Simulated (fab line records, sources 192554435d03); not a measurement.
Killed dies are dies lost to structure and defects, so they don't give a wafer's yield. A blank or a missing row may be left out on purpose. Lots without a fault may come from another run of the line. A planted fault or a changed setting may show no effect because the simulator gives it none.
fab line records | flow n5_finfet
record lots=7 wafers=21
route steps=1938 shown BEOL_M2@847 BEOL_M3@963 BEOL_M4@1028 BEOL_M5@1112
start_h: hours from the record's first day to the start of the lot's first wafer shown | wait_h: hours since the lot's step before | " the same as in the row above | L1.1+2: a row that stands for several wafers | - no value, or no start given | * or withheld: withheld | < > ~ a bound
route shown NAME@n: a module of which the file shows steps, and the number in the route of the first | usual: mean/standard deviation of fault-free wafers | same: alike in all rows | chamber/n: place in a boat | sites: the reading at each site | _std_site: their standard deviation | _edge_site: outer sites' mean less inner sites' | radius_mm: how far each site lies from the wafer's centre | mask NAME#n: copy n | behind: the tool/chamber that last shaped the wafer | hold: why the lot was held/for how many hours/how that ended | device: the transistor (n, p or np) that didn't switch | end of line: the same wafers' tests at the end of the route | a step without rows: its recipe alone | killed: dies lost to structure and defects at the first sort, not the wafer's yield | map: a wafer's dies, x killed, . not, _ none there
set.NAME: the setting as run; set.NAME@STEP: as run at that earlier step | model.NAME: the simulator's own value behind a step, which no gauge read
lots whose settings were changed on purpose; a table a step, a row a wafer
## steps
# step N5_BEOL_M2_COAT_73
# recipe resist=underlayer temp_c=205 time_s=60 spin_rpm=1500 resist_thk_nm=5
# columns lot.wafer tool chamber start_h wait_h set.spin_rpm
L078.4 litho_track-04 0 - - 1610
L078.5+6 " 0 " " 1500
L080.1+2 litho_track-04 0 - - 1500
L080.6 " 0 " " 1353
L081.1 litho_track-04 0 - - 1561
L081.3+5 " 0 " " 1500
L083.1+4 litho_track-05 0 - - 1500
L083.2 " 0 " " 1633
L084.2+5+6 litho_track-04 0 - - 1500
L088.1+3+4 litho_track-01 0 - - 1500
L091.1+4 litho_track-04 0 - - 1378
L091.6 " 0 " " 1500
# step N5_BEOL_M2_COAT_05
# recipe resist=CAR-EUV spin_rpm=1500 resist_thk_nm=30
# step N5_BEOL_M2_EBR_07
# recipe solvent=PGMEA ebr_width_mm=1.5
# step N5_BEOL_M2_DESCUM_16
# recipe chemistry=O2 time_s=7 source_power_w=50 bias_power_w=20 pressure_mtorr=20 rf_frequency_hz=2.712e+07 temp_c=40 resist=CAR-EUV o2_flow_sccm=225
# step N5_BEOL_M2_ETCH_74
# recipe chemistry=N2/H2 target=underlayer target_depth_a=65 mask_material=CAR-EUV time_s=5.2 ion_energy_ev=200 pressure_mtorr=30 source_w=840 bias_w=150 n2_flow_sccm=200 h2_flow_sccm=200 ends=cleared
# usual etch_rf_on_time_s=5.16/0.095
# columns lot.wafer tool chamber start_h wait_h set.spin_rpm@BEOL_M2_COAT_73 etch_rf_on_time_s model.etch.depth_nm
L078.4 rie_diel-02 3 169.83 0.0 1610 4.95 4.837
L078.5 " 0 " " 1500 5.21 5.023
L078.6 " 1 " " 1500 5.27 5.008
L080.1 rie_diel-02 3 176.02 0.0 1500 5.13 4.993
L080.2 " 1 " " 1500 5.25 5.006
L080.6 " 0 " " 1353 5.48 5.26
L081.1 rie_diel-02 0 179.43 0.0 1561 5.01 4.914
L081.3 " 3 " " 1500 5.09 5.012
L081.5 " 3 " " 1500 5.13 5.007
L083.1 rie_diel-05 0 183.19 0.0 1500 5.12 5.008
L083.2 " 1 " " 1633 5.00 4.803
L083.4 " 2 " " 1500 5.29 5.006
L084.2 rie_diel-02 0 205.73 0.0 1500 5.18 5.024
L084.5 " 1 " " 1500 5.27 5.014
L084.6 " 0 " " 1500 5.18 5.008
L088.1 rie_diel-02 2 221.84 0.0 1500 5.06 5.011
L088.3 " 0 " " 1500 5.17 5.01
L088.4 " 1 " " 1500 5.23 5.019
L091.1 rie_diel-02 0 240.52 0.0 1378 5.33 5.224
L091.4 " 3 " " 1378 5.25 5.237
L091.6 " 3 " " 1500 5.04 5.016
# step N5_BEOL_M3_EXPOSE_25
# recipe mask_id=V2 na=0.33 source_shape=quasar sigma_inner=0.2 sigma_outer=0.8 polarization=unpolarized defocus_nm=5 dose_mj=63
# columns lot.wafer tool chamber start_h wait_h mask set.dose_mj
L078.4+5 euv_scanner-01 0 179.84 - V2#0 63
L078.6 " 0 " " V2#0 60.8
L080.1+2+6 euv_scanner-02 0 184.38 - V2#0 63
L081.1+3 euv_scanner-02 0 191.63 - V2#0 58.36
L081.5 " 0 " " V2#0 63
L083.1+2 euv_scanner-02 0 198.23 - V2#0 61.23
L083.4 " 0 " " V2#0 63
L084.2+5+6 euv_scanner-01 0 215.13 - V2#0 63
L088.1 euv_scanner-02 0 240.40 - V2#0 63
L088.3+4 " 0 " " V2#0 59.63
L091.1+4+6 euv_scanner-02 0 253.45 - V2#0 63
# step N5_BEOL_M3_PEB_26
# recipe peb_temp_c=100 peb_time_s=60 resist=CAR-EUV
# step N5_BEOL_M3_DEVELOP_27
# recipe develop_time_s=30 developer=TMAH resist=CAR-EUV rinse_liquid=surfactant_rinse dry=air_spin dev_temp_c=23
# step N5_BEOL_M3_CD_MEAS_28
# recipe target_cd_nm=25.7 landing_energy_ev=500 detector=se_inlens target_cd_y_nm=23.3 polarity=opening
# usual cd_nm=25.75/0.23
# columns lot.wafer tool chamber start_h wait_h set.dose_mj@BEOL_M3_EXPOSE_25 cd_nm
L078.4 cd_sem-01 0 179.96 - 63 25.53
L078.5 " 0 " " 63 25.63
L078.6 " 0 " " 60.8 25.08
L080.1 cd_sem-03 0 184.52 - 63 25.95
L080.2 " 0 " " 63 25.89
L080.6 " 0 " " 63 26.37
L081.1 cd_sem-03 0 191.78 - 58.36 24.40
L081.3 " 0 " " 58.36 24.57
L081.5 " 0 " " 63 25.64
L083.1 cd_sem-01 0 198.37 - 61.23 25.35
L083.2 " 0 " " 61.23 25.08
L083.4 " 0 " " 63 25.60
L084.2 cd_sem-03 0 215.27 - 63 25.47
L084.5 " 0 " " 63 25.69
L084.6 " 0 " " 63 25.82
L088.1 cd_sem-02 0 240.55 - 63 25.36
L088.3 " 0 " " 59.63 24.53
L088.4 " 0 " " 59.63 24.78
L091.1 cd_sem-03 0 253.60 - 63 26.49
L091.4 " 0 " " 63 26.21
L091.6 " 0 " " 63 25.79
# step N5_BEOL_M4_COAT_05
# recipe resist=CAR-EUV spin_rpm=1500 resist_thk_nm=30
# columns lot.wafer tool chamber start_h wait_h set.spin_rpm model.CAR-EUV_of_BEOL_M4_COAT_05.thk_nm
L078.4+6 litho_track-05 0 - - 1357 31.6
L078.5 " 0 " " 1500 30
L080.1+6 litho_track-03 0 - - 1500 30
L080.2 " 0 " " 1412 30.8
L081.1 litho_track-03 0 - - 1500 30
L081.3+5 " 0 " " 1370 31.4
L083.1+2+4 litho_track-03 0 - - 1500 30
L084.2+5+6 litho_track-04 0 - - 1500 30
L088.1 litho_track-05 0 - - 1605 29.2
L088.3 " 0 " " 1605 29
L088.4 " 0 " " 1500 30
L091.1+6 litho_track-04 0 - - 1500 30.2
L091.4 " 0 " " 1422 31
# step N5_BEOL_M4_EBR_07
# recipe solvent=PGMEA ebr_width_mm=1.5
# step N5_BEOL_M4_SOFTBAKE_06
# recipe temp_c=110 time_s=60 resist=CAR-EUV
# step N5_BEOL_M4_EXPOSE_08
# recipe mask_id=M4 na=0.33 source_shape=dipole sigma_inner=0.369 sigma_outer=0.767 polarization=unpolarized dose_mj=41.25
# step N5_BEOL_M4_PEB_09
# recipe peb_temp_c=100 peb_time_s=60 resist=CAR-EUV
# step N5_BEOL_M4_DEVELOP_10
# recipe develop_time_s=30 developer=TMAH resist=CAR-EUV rinse_liquid=surfactant_rinse dry=air_spin dev_temp_c=23
# columns lot.wafer tool chamber start_h wait_h set.spin_rpm@BEOL_M4_COAT_05 model.CAR-EUV_of_BEOL_M4_COAT_05.thk_nm
L078.4+6 litho_track-04 0 - - 1357 31.2
L078.5 " 0 " " 1500 29.6
L080.1 litho_track-03 0 - - 1500 29.4
L080.2 " 0 " " 1412 30.4
L080.6 " 0 " " 1500 29.6
L081.1 litho_track-05 0 - - 1500 29.6
L081.3+5 " 0 " " 1370 31
L083.1+2+4 litho_track-05 0 - - 1500 29.4
L084.2+5+6 litho_track-05 0 - - 1500 29.6
L088.1+3 litho_track-05 0 - - 1605 28.6
L088.4 " 0 " " 1500 29.6
L091.1+6 litho_track-05 0 - - 1500 29.8
L091.4 " 0 " " 1422 30.6
# step N5_BEOL_M5_ILD_DEP_00
# recipe material=SiCOH_lowk target_thk_a=1406.4 temp_c=300 precursor=DEMS/porogen pressure_torr=5 rf_w=500 time_s=25.9
# columns lot.wafer tool chamber start_h wait_h set.time_s model.SiCOH_lowk_of_BEOL_M5_ILD_DEP_00.thk_nm
L078.4 pecvd-04 0 208.05 0.4 25.9 142.4
L078.5 " 2 " " 25.9 143.2
L078.6 " 1 " " 27.77 153.4
L081.1 pecvd-02 0 217.83 0.8 25.9 137
L081.3 " 2 " " 25.9 136
L081.5 " 2 " " 24.66 134.4
L080.1 pecvd-01 1 230.66 0.8 29.4 158.2
L080.2 " 0 " " 25.9 138
L080.6 " 0 " " 29.4 159.8
L083.1 pecvd-01 0 235.27 0.8 25.9 139.6
L083.2 " 1 " " 24.1 133
L083.4 " 2 " " 25.9 139.2
L084.2 pecvd-02 0 237.76 0.7 25.9 137
L084.5 " 1 " " 25.9 143.8
L084.6 " 2 " " 25.9 139.8
L088.1 pecvd-01 2 268.01 0.8 24.05 128.6
L088.3 " 1 " " 25.9 140.6
L088.4 " 1 " " 24.05 133.4
L091.1 pecvd-04 2 282.60 0.8 25.9 139
L091.4 " 0 " " 25.9 140.4
L091.6 " 2 " " 25.9 142
# step N5_BEOL_M5_CURE_79
# recipe temp_c=385 time_s=240 ambient=He/Ar material=SiCOH_lowk
# columns lot.wafer tool chamber start_h wait_h set.time_s@BEOL_M5_ILD_DEP_00 model.SiCOH_lowk_of_BEOL_M5_ILD_DEP_00.thk_nm
L078.4 uv_cure-03 0 208.33 0.3 25.9 122.6
L078.5 " 0 " " 25.9 123.2
L078.6 " 0 " " 27.77 132.2
L081.1 uv_cure-01 1 217.89 0.0 25.9 117.8
L081.3 " 1 " " 25.9 117
L081.5 " 1 " " 24.66 115.6
L080.1 uv_cure-02 2 230.77 0.1 29.4 136.4
L080.2 " 2 " " 25.9 118.8
L080.6 " 2 " " 29.4 137.6
L083.1 uv_cure-03 2 235.33 0.0 25.9 120
L083.2 " 2 " " 24.1 114.4
L083.4 " 2 " " 25.9 119.6
L084.2 uv_cure-02 1 237.90 0.1 25.9 117.8
L084.5 " 1 " " 25.9 123.6
L084.6 " 1 " " 25.9 120.2
L088.1 uv_cure-03 0 268.07 0.0 24.05 110.6
L088.3 " 0 " " 25.9 121
L088.4 " 0 " " 24.05 114.8
L091.1 uv_cure-03 2 282.82 0.2 25.9 119.6
L091.4 " 2 " " 25.9 120.8
L091.6 " 2 " " 25.9 122.2
# step N5_BEOL_M5_THK_MEAS_01
# recipe reads=SiCOH_lowk_of_BEOL_M5_ILD_DEP_00
# usual M5_ILD_THK=120.7/1.8
# columns lot.wafer tool chamber start_h wait_h set.time_s@BEOL_M5_ILD_DEP_00 M5_ILD_THK[nm]
L078.4 film_metro-01 - 208.60 0.2 25.9 122.5
L078.5 " - " " 25.9 123.0
L078.6 " - " " 27.77 132.2
L081.1 film_metro-01 - 218.41 0.4 25.9 117.9
L081.3 " - " " 25.9 116.9
L081.5 " - " " 24.66 115.5
L080.1 film_metro-01 - 231.28 0.4 29.4 136.2
L080.2 " - " " 25.9 118.7
L080.6 " - " " 29.4 137.7
L083.1 film_metro-02 - 235.84 0.4 25.9 120.2
L083.2 " - " " 24.1 114.5
L083.4 " - " " 25.9 119.7
L084.2 film_metro-02 - 238.33 0.4 25.9 117.8
L084.5 " - " " 25.9 123.7
L084.6 " - " " 25.9 120.3
L088.1 film_metro-01 - 270.02 1.6 24.05 110.5
L088.3 " - " " 25.9 120.9
L088.4 " - " " 24.05 114.8
L091.1 film_metro-02 - 283.33 0.4 25.9 119.7
L091.4 " - " " 25.9 120.6
L091.6 " - " " 25.9 122.1
# step N5_BEOL_M5_COAT_71
# recipe resist=underlayer temp_c=205 time_s=60 spin_rpm=1500 resist_thk_nm=5
# columns lot.wafer tool chamber start_h wait_h set.spin_rpm
L078.4+5+6 litho_track-02 0 - - 1500
L081.1+3+5 litho_track-05 0 - - 1415
L080.1+6 litho_track-05 0 - - 1500
L080.2 " 0 " " 1566
L083.1+2+4 litho_track-05 0 - - 1500
L084.2+5+6 litho_track-01 0 - - 1500
L088.1+4 litho_track-02 0 - - 1420
L088.3 " 0 " " 1500
L091.1 litho_track-01 0 - - 1500
L091.4+6 " 0 " " 1578
# step N5_BEOL_M5_ETCH_72
# recipe chemistry=N2/H2 target=underlayer target_depth_a=65 mask_material=CAR-EUV time_s=5.2 ion_energy_ev=200 pressure_mtorr=30 source_w=840 bias_w=150 n2_flow_sccm=200 h2_flow_sccm=200 ends=cleared
# usual rf_vpp_V=523.6/2.5
# columns lot.wafer tool chamber start_h wait_h set.bias_w set.spin_rpm@BEOL_M5_COAT_71 rf_vpp_V model.etch.depth_nm
L078.4 rie_diel-06 2 210.40 0.0 150 1500 523.3 4.993
L078.5 " 0 " " 174.9 1500 575.5 5.01
L078.6 " 3 " " 174.9 1500 572.5 4.985
L081.1 rie_diel-03 3 221.56 0.0 150 1415 525.1 5.136
L081.3 " 1 " " 176.6 1415 582.3 5.129
L081.5 " 3 " " 176.6 1415 583.4 5.114
L080.1 rie_diel-03 2 234.06 0.0 126.9 1500 466.2 5.001
L080.2 " 1 " " 150 1566 526.1 4.903
L080.6 " 2 " " 150 1500 522.3 4.997
L083.1 rie_diel-06 3 239.94 0.0 150 1500 520.3 4.99
L083.2 " 1 " " 141.5 1500 507.1 5
L083.4 " 2 " " 150 1500 523.8 4.984
L084.2 rie_diel-03 1 240.46 0.0 150 1500 527.3 5.003
L084.5 " 2 " " 150 1500 519.4 5.01
L084.6 " 1 " " 150 1500 527.3 5.001
L088.1 rie_diel-06 3 271.94 0.0 124.1 1420 461.8 5.137
L088.3 " 2 " " 124.1 1500 461.5 4.99
L088.4 " 1 " " 124.1 1420 464.0 5.132
L091.1 rie_diel-04 3 284.96 0.0 174.8 1500 580.3 4.993
L091.4 " 1 " " 150 1578 525.7 4.862
L091.6 " 3 " " 150 1578 524.9 4.862
# step N5_BEOL_M5_ETCH_62
# recipe chemistry=N2/H2 target=SOC target_depth_a=750 overetch_a=150 mask_material=SiARC temp_c=40 time_s=112.5 ion_energy_ev=200 pressure_mtorr=30 source_w=840 bias_w=150 n2_flow_sccm=200 h2_flow_sccm=200
# usual rf_vpp_V=523.5/2.4
# columns lot.wafer tool chamber start_h wait_h set.source_w rf_vpp_V
L078.4 rie_diel-06 2 210.44 0.0 840 523.2
L078.5 " 0 " " 840 523.7
L078.6 " 3 " " 840 520.0
L081.1 rie_diel-03 3 221.61 0.0 749.1 544.8
L081.3 " 1 " " 749.1 545.6
L081.5 " 3 " " 840 524.9
L080.1 rie_diel-03 2 234.11 0.0 840 521.9
L080.2 " 1 " " 840 527.1
L080.6 " 2 " " 776 535.3
L083.1 rie_diel-06 3 239.98 0.0 840 518.9
L083.2 " 1 " " 901.3 512.9
L083.4 " 2 " " 901.3 509.3
L084.2 rie_diel-03 1 240.50 0.0 840 525.1
L084.5 " 2 " " 840 522.4
L084.6 " 1 " " 840 527.0
L088.1 rie_diel-06 3 271.98 0.0 840 519.5
L088.3 " 2 " " 932.4 503.4
L088.4 " 1 " " 932.4 506.9
L091.1 rie_diel-04 3 285.01 0.0 840 525.9
L091.4 " 1 " " 840 526.6
L091.6 " 3 " " 882.7 516.8
## key
split step=N5_BEOL_M2_COAT_73 setting=spin_rpm stated=1500 by=wafer
response step=N5_BEOL_M2_ETCH_74 reading=etch_rf_on_time_s change=* per=1% r=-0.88
response step=N5_BEOL_M2_ETCH_74 reading=model.etch.depth_nm change=-0.0251 per=1% r=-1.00
split step=N5_BEOL_M3_EXPOSE_25 setting=dose_mj stated=63 by=wafer
response step=N5_BEOL_M3_CD_MEAS_28 reading=cd_nm change=+0.146 per=1% r=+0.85
split step=N5_BEOL_M4_COAT_05 setting=spin_rpm stated=1500 by=wafer
response step=N5_BEOL_M4_COAT_05 reading=model.CAR-EUV_of_BEOL_M4_COAT_05.thk_nm change=-0.154 per=1% r=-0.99
response step=N5_BEOL_M4_DEVELOP_10 reading=model.CAR-EUV_of_BEOL_M4_COAT_05.thk_nm change=-0.159 per=1% r=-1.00
split step=N5_BEOL_M5_ILD_DEP_00 setting=time_s stated=25.9 by=wafer
response step=N5_BEOL_M5_ILD_DEP_00 reading=model.SiCOH_lowk_of_BEOL_M5_ILD_DEP_00.thk_nm change=+1.35 per=1% r=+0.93
response step=N5_BEOL_M5_CURE_79 reading=model.SiCOH_lowk_of_BEOL_M5_ILD_DEP_00.thk_nm change=+1.17 per=1% r=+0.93
response step=N5_BEOL_M5_THK_MEAS_01 reading=M5_ILD_THK change=+1.18 per=1% r=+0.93
split step=N5_BEOL_M5_COAT_71 setting=spin_rpm stated=1500 by=wafer
response step=N5_BEOL_M5_ETCH_72 reading=model.etch.depth_nm change=-0.0251 per=1% r=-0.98
split step=N5_BEOL_M5_ETCH_72 setting=bias_w stated=150 by=wafer
response step=N5_BEOL_M5_ETCH_72 reading=rf_vpp_V change=+3.31 per=1% r=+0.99
split step=N5_BEOL_M5_ETCH_62 setting=source_w stated=840 by=wafer
response step=N5_BEOL_M5_ETCH_62 reading=rf_vpp_V change=-1.5 per=1% r=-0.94
